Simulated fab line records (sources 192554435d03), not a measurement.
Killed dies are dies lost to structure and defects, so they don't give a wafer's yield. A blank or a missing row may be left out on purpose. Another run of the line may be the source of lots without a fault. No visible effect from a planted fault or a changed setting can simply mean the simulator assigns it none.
Chamber matching + flow n5 finfet + rie diel-04 running N5_BEOL_M8_ETCH_66: 4 sister chambers
The step etches SOC in N2/H2, target depth 80 nm, overetch 16 nm, time 120 s. 4 wafers are shown with their chamber, then 7 later ones without.

WAFERS, EACH WITH ITS CHAMBER
| wafer  | chamber | drypump motor current A (A) |
|--------|---------|-----------------------------|
| L078.3 | 2       | 6.3                         |
| L080.3 | 3       | 5.1                         |
| L081.2 | 1       | 5.9                         |
| L081.3 | 0       | 5.8                         |

WAFERS WHOSE CHAMBER IS MISSING
| wafer  | drypump motor current A (A) |
|--------|-----------------------------|
| L081.4 | 5.1                         |
| L088.3 | 6.3                         |
| L088.4 | 5.7                         |
| L088.5 | 5.9                         |
| L097.1 | 5.8                         |
| L097.2 | 5.8                         |
| L097.5 | 5.8                         |

CHAMBER TAKEN BY EACH
| wafer  | from the rows above | in truth                   |
|--------|---------------------|----------------------------|
| L081.4 | 3                   | 3                          |
| L088.3 | 2                   | 2                          |
| L088.4 | 0                   | 0                          |
| L088.5 | 1                   | 1                          |
| L097.1 | 0                   | 0                          |
| L097.2 | 0                   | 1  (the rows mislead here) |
| L097.5 | 0                   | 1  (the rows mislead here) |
Placed correctly: 5 of 7. Left unplaced by these rows: 0. 2 placed wrongly.
How it was worked out, from the rows above alone: a wafer's distance from a chamber is the root of the sum, over the readings, of the square of ((its reading less the chamber's mean) divided by the reading's scatter). If the next closest chamber is less than 2 further off than the closest, the wafer can't be placed; otherwise it belongs to the closest. For every chamber, the mean is computed from those of its wafers that are shown. The scatter: root of mean squared gap, hidden wafer to nearest shown wafer, with one shown wafer a chamber.
